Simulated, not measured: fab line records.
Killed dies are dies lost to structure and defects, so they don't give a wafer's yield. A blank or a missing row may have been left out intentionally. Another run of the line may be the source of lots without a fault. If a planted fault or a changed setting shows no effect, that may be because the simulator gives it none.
Problem report in the 8D (eight disciplines) form, filled by code ; flow n5Finfet ; the parts of the form that need people (team, actions taken, sign-off) are left out

## 1. WHAT IS WRONG
M11_ILD_THK at N5_BEOL_M11_THK_MEAS_01 reads a mean of 333 nm on 2 wafers of 2 lots; wafers without a fault read 268 nm with a standard deviation of 3.4. That is +19 standard deviations from the usual mean.
The first sign was on wafer L189.6 at day 16 06:10, on filmMetro-02. The record has a number at this step for 30 wafers belonging to 10 lots. Rule for "out" (also "out of limits"): further than 4 standard deviations from the usual mean. All remaining wafers that have a number are taken as sound.

## 2. WHAT THIS IS AND IS NOT
question;is;is not
which readings at this step;M11_ILD_THK;-
which lots;L189, L194;L175, L179, L182, L185, L192, L195, L196, L198
which wafers of those lots;L189.6, L194.1;L189.3, L189.5, L194.3, L194.5
read on which gauges;filmMetro-01, filmMetro-02;-
when;from day 16 06:10;"up to then (17 sound wafers); but 11 sound wafers of L194, L195, L196, L198 came after"

## 3. WHAT RULES OUT EACH SUSPECT
Counting: a tool at a process step up to the reading stays a suspect if it ran every lot that is out. Sound lots after the first of them don't rule it out here, since some wafers of a struck lot are sound.
- the gauge at N5_BEOL_M11_THK_MEAS_01 has been ruled out. The wafers that are out were read on 2 gauges (filmMetro-01, filmMetro-02).
- pvdSputter-01 at N5_BEOL_M10_PRE_CLEAN_45 (time 30 s): kept. Every lot that is out went through it, the first being L189 (day 16 02:10); the last sound lot it ran before that was L185 (day 14 09:55).
- pecvd-01 at N5_BEOL_M11_ILD_DEP_00 (deposits SiCOH lowk from DEMS/porogen, target thk 308.51 nm, time 58 s): kept. Every lot that is out went through it, the first being L189 (day 16 05:34); the last sound lot it ran before that was L185 (day 14 12:14). Out on those wafers are its own readings of runLengthS.
- uvCure-02 at N5_BEOL_M11_CURE_71 (cures SiCOH lowk, time 240 s): kept. Every lot that is out went through it, the first being L189 (day 16 05:49); the last sound lot it ran before that was L192 (day 16 02:15).
Still standing after the count: pvdSputter-01 at N5_BEOL_M10_PRE_CLEAN_45, pecvd-01 at N5_BEOL_M11_ILD_DEP_00, uvCure-02 at N5_BEOL_M11_CURE_71.

## 4. THE CAUSE (what the simulator had put in)
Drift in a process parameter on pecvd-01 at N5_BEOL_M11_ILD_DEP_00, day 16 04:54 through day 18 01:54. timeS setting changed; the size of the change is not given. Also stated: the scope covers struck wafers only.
3 suspects survive the count, and this tool is in that group.

## 5. THE EFFECT CHAIN, in route order
One row per reading whose mean, taken over the struck wafers that have a number, lies over 3 standard deviations from the usual. Only readings for which the record gives a usual standard deviation are gone through. hours: the time from each lot's start at the first step in this table that gives one to its start at this step, as a median over the lots. sigmas: the change in usual standard deviations.
hours;step;reading;usual;on struck wafers;change;sigmas
0;N5_BEOL_M11_ILD_DEP_00;runLengthS;100.9 s;114.8;+13.9;+28
1;N5_BEOL_M11_THK_MEAS_01;M11_ILD_THK;268 nm;333;+65;+19
Here are the process steps it includes:
- N5_BEOL_M11_ILD_DEP_00: deposits SiCOH lowk from DEMS/porogen, target thk 308.51 nm, time 58 s.

## 6. WHAT WOULD HAVE CAUGHT IT SOONER
In this record the first reading out of limits at a measuring or inspecting step was taken at day 16 06:10, 1 hour after the fault began at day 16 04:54.
The tool's own readings at N5_BEOL_M11_ILD_DEP_00 were out on every struck wafer that the step has a row for (runLengthS): an alarm limit on them would have fired on the first of those.
Lots out: 2; of these, L194 started N5_BEOL_M11_ILD_DEP_00 on pecvd-01 after day 16 06:10. A tool hold placed at that time would have kept it from harm.
